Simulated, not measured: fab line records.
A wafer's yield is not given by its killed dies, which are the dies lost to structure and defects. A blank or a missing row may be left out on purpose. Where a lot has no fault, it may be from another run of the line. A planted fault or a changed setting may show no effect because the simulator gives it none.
Matching of chambers + flow nand harc + NHARC_A_STAIRCASE_DESCUM_168 on rie diel-11 has 4 sister chambers
The step chemistry O2, time 3 s. 8 wafers are shown with their chamber, then 8 later ones without.

WAFERS PAIRED WITH THEIR CHAMBERS
| wafer  | chamber | drypump motor current A (A) | showerhead plenum p Torr (Torr) |
|--------|---------|-----------------------------|---------------------------------|
| L076.5 | 1       | 5.3                         | 1.82                            |
| L079.4 | 0       | 6.0                         | 1.91                            |
| L079.5 | 2       | 6.0                         | 1.98                            |
| L079.6 | 3       | 5.0                         | 1.89                            |
| L082.1 | 2       | 6.0                         | 1.97                            |
| L082.2 | 1       | 5.2                         | 1.81                            |
| L082.4 | 0       | 6.0                         | 1.91                            |
| L081.1 | 3       | 5.0                         | 1.89                            |

WAFERS MISSING THEIR CHAMBER
| wafer  | drypump motor current A (A) | showerhead plenum p Torr (Torr) |
|--------|-----------------------------|---------------------------------|
| L081.3 | 5.3                         | 1.81                            |
| L081.6 | 6.0                         | 1.97                            |
| L086.3 | 5.0                         | 1.89                            |
| L086.4 | 6.0                         | 1.91                            |
| L086.5 | 6.0                         | 1.91                            |
| L090.1 | 5.0                         | 1.89                            |
| L090.5 | 5.3                         | 1.81                            |
| L090.6 | 6.0                         | 1.97                            |

THE CHAMBER EACH PASSED THROUGH
| wafer  | from the rows above | in truth |
|--------|---------------------|----------|
| L081.3 | 1                   | 1        |
| L081.6 | 2                   | 2        |
| L086.3 | 3                   | 3        |
| L086.4 | 0                   | 0        |
| L086.5 | 0                   | 0        |
| L090.1 | 3                   | 3        |
| L090.5 | 1                   | 1        |
| L090.6 | 2                   | 2        |
Correctly placed: 8 of 8. Left unplaced by these rows: 0. 0 placed wrongly.
How it was worked out, from the rows above alone: a wafer's distance from a chamber is the root of the sum, over the readings, of the square of ((its reading less the chamber's mean) divided by the reading's scatter). If the next closest chamber is less than 2 further off than the closest, the wafer can't be placed; otherwise it belongs to the closest. Each chamber's mean is taken over the wafers shown for it. How the scatter is found: for the shown wafers, subtract from each reading the mean of its chamber, square and add these, divide the total by (wafers less chambers), then take the root.
